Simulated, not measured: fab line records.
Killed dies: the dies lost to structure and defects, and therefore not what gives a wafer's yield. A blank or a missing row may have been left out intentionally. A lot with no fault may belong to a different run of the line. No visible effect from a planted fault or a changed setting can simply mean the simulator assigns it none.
Code-filled problem report in 8D (eight disciplines) form || flow nand_harc || the parts of the form that need people (team, actions taken, sign-off) are left out

## 1. WHAT WENT WRONG
killed_dies at NHARC_END_SORT_01 reads a mean of 677 on 2 wafers of 2 lots; wafers without a fault read 57 with a standard deviation of 16. That is +39 standard deviations from the usual mean.
First observed at day 29 08:46: wafer L601.5, on prober-01. The record holds 6 wafers of 2 lots with a number at this step. By rule, "out" or "out of limits" means more than 4 standard deviations away from the usual mean. The rest of the wafers with a number are treated as sound.

## 2. WHAT IT IS AND WHAT IT IS NOT
{"question": "which readings at this step", "is": "killed_dies, killed_at_array", "is not": "killed_at_periphery, killed_open, killed_short"}
{"question": "which lots", "is": "L601, L602", "is not": "-"}
{"question": "which wafers of those lots", "is": "L601.5, L602.3", "is not": "L601.3, L601.6, L602.4, L602.6"}
{"question": "read on which gauges", "is": "prober-01, prober-02", "is not": "-"}
{"question": "when", "is": "from day 29 08:46", "is not": "up to then (1 sound wafer); but 3 sound wafers of L601, L602 came after"}

## 3. SUSPECTS, AND WHAT RULES EACH OUT
Counting: a tool at a process step up to the reading stays a suspect if it ran every lot that is out. Sound lots after the first of them don't rule it out here, since some wafers of a struck lot are sound.
- the gauge at NHARC_END_SORT_01: ruled out. Those wafers that are out were read across 2 gauges (prober-01, prober-02).
- rie_diel-02 at NHARC_A_CONTACT_ETCH_75 (etches the open film in CF4, target depth 39 nm, time 65 s): kept. It ran every lot that is out, first L601 (day 26 17:13).
- rie_diel-02 at NHARC_A_CONTACT_ETCH_76 (etches the open film in N2/H2, target depth 260 nm, time 475.3 s): kept. It ran every lot that is out, first L601 (day 26 17:23). Out on those wafers are its own readings of oes_product_au.
- rie_diel-02 at NHARC_A_CONTACT_ETCH_78 (etches the open film in O2/COS, target depth 5300 nm, time 1378 s): kept. It ran every lot that is out, first L601 (day 29 07:08). With no start given for some of its lots, NHARC_A_CONTACT_ETCH_78 uses the hours and lot order of NHARC_END_SORT_01.
- Within rie_diel-02 at NHARC_A_CONTACT_ETCH_76: the wafers that are out ran in chamber 0; their sound lot-mates ran in chambers 2, 3.
- Within rie_diel-02 at NHARC_A_CONTACT_ETCH_78: the wafers that are out ran in chamber 2; their sound lot-mates ran in chambers 0, 1, 3.
Still standing after the count: rie_diel-02 at NHARC_A_CONTACT_ETCH_75, rie_diel-02 at NHARC_A_CONTACT_ETCH_76, rie_diel-02 at NHARC_A_CONTACT_ETCH_78.

## 4. THE CAUSE (what the simulator had put in)
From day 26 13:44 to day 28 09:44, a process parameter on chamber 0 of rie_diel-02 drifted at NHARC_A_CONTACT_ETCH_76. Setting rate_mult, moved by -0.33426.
This tool is one of the 3 suspects left after counting.

## 5. SEQUENCE OF EFFECTS, ordered by route
Rows list readings where the struck wafers' mean (over those with a number) sits beyond 3 standard deviations from the usual. Only readings whose record carries a usual standard deviation are examined. hours: median over the lots of the time between each lot's start at the first step of this table that gives one and its start at this step. sigmas: the change, counted in usual standard deviations.
{"hours": 0, "step": "NHARC_A_CONTACT_ETCH_76", "reading": "oes_product_au", "usual": "1.002 a.u.", "on struck wafers": 0.791, "change": -0.211, "sigmas": -21}
{"hours": 63, "step": "NHARC_END_SORT_01", "reading": "killed_at_array", "usual": 52, "on struck wafers": 668, "change": "+616", "sigmas": "+36"}
{"hours": 63, "step": "NHARC_END_SORT_01", "reading": "killed_dies", "usual": 57, "on struck wafers": 677, "change": "+620", "sigmas": "+39"}
Its process steps:
- NHARC_A_CONTACT_ETCH_76: etches the open film in N2/H2, target depth 260 nm, time 475.3 s.

## 6. WHAT WOULD HAVE CAUGHT IT SOONER
67 hours passed between the start of the fault at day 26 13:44 and the first reading out of limits at a measuring or inspecting step in this record, taken at day 29 08:46.
The tool's own readings at NHARC_A_CONTACT_ETCH_76 were out on every struck wafer that the step has a row for (oes_product_au): an alarm limit on them would have fired on the first of those.
All the lots that are out (2) had begun NHARC_A_CONTACT_ETCH_76 on rie_diel-02 by day 29 08:46. Tool hold at that time: it would have spared none of them.
